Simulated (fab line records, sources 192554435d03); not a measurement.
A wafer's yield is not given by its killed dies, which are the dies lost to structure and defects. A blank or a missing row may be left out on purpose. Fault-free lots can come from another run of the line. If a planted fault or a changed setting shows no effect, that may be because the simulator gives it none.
Which tool was responsible? ; flow n5Finfet ; 23 wafers from 8 lots sampled at 3 of the route's 1938 steps

== WHAT THE GAUGES READ, wafer by wafer ==
N5_BEOL_M4_RC_MEAS_101. Usual: DIBL_N 35.1 mV/V, standard deviation 1.5; DIBL_P 35.2 mV/V, standard deviation 2; IOFF_N 0.146 nA/um, standard deviation 0.028; IOFF_P 0.20 nA/um, standard deviation 0.036; ION_N 670 uA/um, standard deviation 12; ION_P 462 uA/um, standard deviation 8.2; SS_N 71.2 mV/dec, standard deviation 0.63; SS_P 73.1 mV/dec, standard deviation 0.7; VT_N 250 mV, standard deviation 3.6; VT_P -251 mV, standard deviation 3.3.
lot;measured;on;DIBL_N (mV/V);DIBL_P (mV/V);IOFF_N (nA/um);IOFF_P (nA/um);ION_N (uA/um);ION_P (uA/um);SS_N (mV/dec);SS_P (mV/dec);VT_N (mV);VT_P (mV);flag
L542;day 9 22:02;prober-02;33.5 37.4;34.3 39.3;0.117 0.196;0.17 0.26;660 680;457 465;71.1 72.9;72.3 73.2;255 248;-253 -249;
L544;day 10 00:40;prober-01;34.3 34.2 34.9;37.1 36.8 37.4;0.143 0.154 0.160;0.21 0.21 0.21;665 681 680;463 470 468;70.8 71.8 71.5;73.3 73.1 74.0;253 250 248;-247 -247 -248;
L545;day 10 05:49;prober-02;37.2 36.5 35.6;37.5 37.7 35.0;0.161 0.155 0.128;0.20 0.21 0.17;668 675 668;458 468 456;71.2 71.8 71.4;74.1 73.9 73.0;250 249 253;-252 -252 -254;
L555;day 13 00:38;prober-01;34.3 35.6 36.1;33.0 35.7 35.3;0.113 0.143 0.139;0.16 0.20 0.19;673 680 674;463 467 468;70.9 70.7 70.2;72.8 72.7 73.2;253 251 251;-253 -251 -253;
L554;day 13 03:28;prober-02;33.3 35.9 33.4;32.2 36.0 32.5;0.128 0.176 0.126;0.20 0.25 0.20;673 685 666;473 478 467;70.5 70.3 70.4;72.3 73.8 72.7;248 243 249;-247 -244 -251;
L556;day 13 03:50;prober-01;32.4 32.4 35.7;31.6 31.9 36.2;0.116 0.120 0.183;0.19 0.19 0.26;656 666 680;460 462 475;70.9 71.7 71.9;71.7 72.3 73.1;254 252 246;-251 -249 -245;
L558;day 14 12:02;prober-01;33.1 32.8 33.7;32.6 33.5 33.0;0.103 0.110 0.116;0.15 0.17 0.16;657 664 670;456 464 451;70.5 70.8 70.2;71.4 72.8 72.3;257 253 253;-255 -253 -255;
L559;day 14 15:52;prober-01;34.9 36.2 35.0;36.4 37.9 36.3;0.155 0.173 0.146;0.21 0.23 0.20;684 678 675;468 465 472;71.1 71.8 71.4;73.1 74.0 73.0;248 246 248;-249 -250 -250;

N5_BEOL_M7_INSPECT_58: inspects for defects (darkfield). Usual: rawDefectCount at 69, with a standard deviation of 21.
lot;measured;on;rawDefectCount;flag
L542;day 11 05:20;defectInspect-02;54 46;
L544;day 11 09:23;defectInspect-02;80 55 109;
L545;day 11 10:32;defectInspect-02;68 53 95;
L555;day 14 14:05;defectInspect-01;71 53 73;
L554;day 14 11:34;defectInspect-02;77 88 96;
L556;day 14 11:01;defectInspect-02;134 53 62;
L558;day 15 13:46;defectInspect-01;96 95 122;
L559;day 16 00:06;defectInspect-01;68 76 105;

N5_BEOL_M8_CD_MEAS_11 targets a cd of 38.5 nm. Usual: cdNm at 38.3 nm, with a standard deviation of 0.52.
lot;measured;on;cdNm (nm);flag
L542;day 11 07:44;cdSem-02;37.8 38.3;
L544;day 11 11:35;cdSem-01;37.9 38.0 38.7;
L545;day 11 11:54;cdSem-03;38.8 38.5 38.4;
L555;day 14 16:38;cdSem-03;39.0 38.7 38.3;
L554;day 14 13:58;cdSem-02;39.1 37.8 37.6;
L556;day 14 13:49;cdSem-03;37.7 38.2 38.8;
L558;day 15 15:12;cdSem-02;37.3 38.5 38.3;
L559;day 16 03:07;cdSem-01;38.7 38.8 38.7;

== EACH LOT AND THE TOOL THAT RAN IT (in order: tool; ch and the chambers of the sampled wafers; start) ==
The record shows no process step preceding these readings.

== AS READ BY THE TOOLS THEMSELVES (means over the sampled wafers that have a number; for cases with no such wafer, the mark the record gives instead) ==
The record holds no such reading with a usual standard deviation.

== THE ANSWER, worked out from the rows above alone ==
Rule: a lot is off if the mean of its wafers that have a number lies more than 3 standard deviations from the usual mean. A lot without any number at a reading at which 4 lots or more have one is off too. Where the step has rows for the other lots, those lots are counted as sound. Order of review: gauges by route order, followed by the tools' own readings, for which a lot's mean as printed above is used. At the first step where some lot is off, the reading lying furthest off is the one used; lots without a number count as furthest.
Nothing can be told from this: no lot is off at any reading shown.

== WHAT THE SIMULATOR HAD INSERTED ==
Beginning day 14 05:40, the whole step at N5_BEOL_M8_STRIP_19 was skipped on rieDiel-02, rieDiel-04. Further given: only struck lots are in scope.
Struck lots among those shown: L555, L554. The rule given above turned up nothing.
